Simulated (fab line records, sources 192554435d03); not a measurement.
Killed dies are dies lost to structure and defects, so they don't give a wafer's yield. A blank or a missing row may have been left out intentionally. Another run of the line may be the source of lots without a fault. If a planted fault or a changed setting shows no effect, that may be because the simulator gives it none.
Struck lot and sound lot, side by side | flow n5Finfet | 33 steps out of a route of 1938
Sound: wafers L786.1, L786.5, L786.6. Wafers struck: L789.5, L789.6. At the end, the cause is stated.
Each step with rows lists, per side, the tool, then ch with its chambers, then its first start. Under that, the readings that differ: sound wafers | struck wafers | difference of the means | sigmas: that difference in standard deviations of wafers without a fault.
alike: same words and numbers on both sides, and readings whose means sit less than 2 such deviations apart. not compared: any withheld reading, any reading some wafer has no value for, any bound like >300 that may hide the same value, and any number with overlapping values for which the record gives no deviation.
Wherever a step has rows on one side only, a row that says differs or no value, or a row with sigmas, the two part there. Numbers that have no deviation but don't overlap get no sigmas and don't part them. A reading that every wafer of one side lacks parts them only if that side has two wafers or more.

first, 10 steps without rows for these wafers: N5_BEOL_M5_ILD_DEP_00 (deposits SiCOH lowk from DEMS/porogen, target thk 140.64 nm, time 25.9 s); N5_BEOL_M5_CURE_79 (cures SiCOH lowk, time 240 s); N5_BEOL_M5_PECVD_70 (deposits SiO2 from TEOS/O2, target thk 16 nm, time 18 s); N5_BEOL_M5_HM_DEP_02 (deposits TiN, target thk 20 nm); N5_BEOL_M5_COAT_59 (time 60 s, resist thk 60 nm); N5_BEOL_M5_COAT_60 (time 60 s, resist thk 12 nm); N5_BEOL_M5_COAT_71 (time 60 s, resist thk 5 nm); N5_BEOL_M5_COAT_05 (resist thk 30 nm); N5_BEOL_M5_EBR_07; N5_BEOL_M5_SOFTBAKE_06 (time 60 s).
N5_BEOL_M5_EXPOSE_08: exposes mask M5, target cd 28 nm.
  sound on euvScanner-02 ch 0, day 10 05:10; struck on euvScanner-02 ch 0, day 11 19:54
reading           | sound             | struck      | difference | sigmas
exposureDoseMJCm2 | 35.71 35.65 35.64 | 35.88 35.86 | +0.20      | +5
  alike: mask
then, 2 steps without rows for these wafers: N5_BEOL_M5_PEB_09 (peb time 60 s); N5_BEOL_M5_DEVELOP_10 (develop time 30 s).
N5_BEOL_M5_DESCUM_16: chemistry O2, time 7 s.
  sound on rieDiel-04 ch 1,2,3, day 10 06:38; struck on rieDiel-05 ch 2,3, day 11 20:08
  alike: biasPowerW, drypumpMotorCurrentA, oesProductAu, rfVppV, showerheadPlenumPTorr, throttleValvePct
  not compared: rfHoursCounterH, model.BEOL_M5.cdNm
then, 18 steps without rows for these wafers: N5_BEOL_M5_ETCH_72 (etches underlayer in N2/H2, target depth 6.5 nm, time 5.2 s); N5_BEOL_M5_ETCH_61 (etches SiARC in CF4, target depth 15.6 nm, time 26 s); N5_BEOL_M5_ETCH_62 (etches SOC in N2/H2, target depth 75 nm, overetch 15 nm, time 112.5 s); N5_BEOL_M5_STRIP_63 (strips in N2/H2); N5_BEOL_M5_STRIP_73 (strips in N2/H2); N5_BEOL_M5_STRIP_64 (strips in CF4); N5_BEOL_M5_HM_OPEN_17 (chemistry Cl2/BCl3, target TiN, target depth 20 nm, overetch 6 nm); N5_BEOL_M5_STRIP_19 (strips in O2); N5_BEOL_M5_COAT_65 (time 60 s, resist thk 60 nm); N5_BEOL_M5_COAT_66 (time 60 s, resist thk 12 nm); N5_BEOL_M5_COAT_74 (time 60 s, resist thk 5 nm); N5_BEOL_M5_COAT_22 (resist thk 30 nm); N5_BEOL_M5_EBR_24; N5_BEOL_M5_SOFTBAKE_23 (time 60 s); N5_BEOL_M5_EXPOSE_25 (exposes mask V4, defocus 10 nm); N5_BEOL_M5_PEB_26 (peb time 60 s); N5_BEOL_M5_DEVELOP_27 (develop time 30 s); N5_BEOL_M5_DESCUM_33 (chemistry O2, time 7 s).
N5_BEOL_M5_ETCH_75: etches underlayer in N2/H2, target depth 6.5 nm, time 5.2 s.
  sound on rieDiel-04 ch 1,2, day 10 07:50; struck on rieDiel-04 ch 0,3, day 11 21:07
  alike: drypumpMotorCurrentA, etchRfOnTimeS, oesProductAu, rfVppV, showerheadPlenumPTorr, throttleValvePct
  not compared: rfHoursCounterH, model.BEOL_M5.cdNm

== WHERE THEY PART ==
Within this record, at N5_BEOL_M5_EXPOSE_08 only. Later steps at which nothing parts them and some readings are alike: N5_BEOL_M5_DESCUM_16, N5_BEOL_M5_ETCH_75.

WHY: whatever the simulator had introduced
Drift in process parameters on euvScanner-02 at N5_BEOL_M5_EXPOSE_08, starting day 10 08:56. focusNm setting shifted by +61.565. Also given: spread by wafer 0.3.
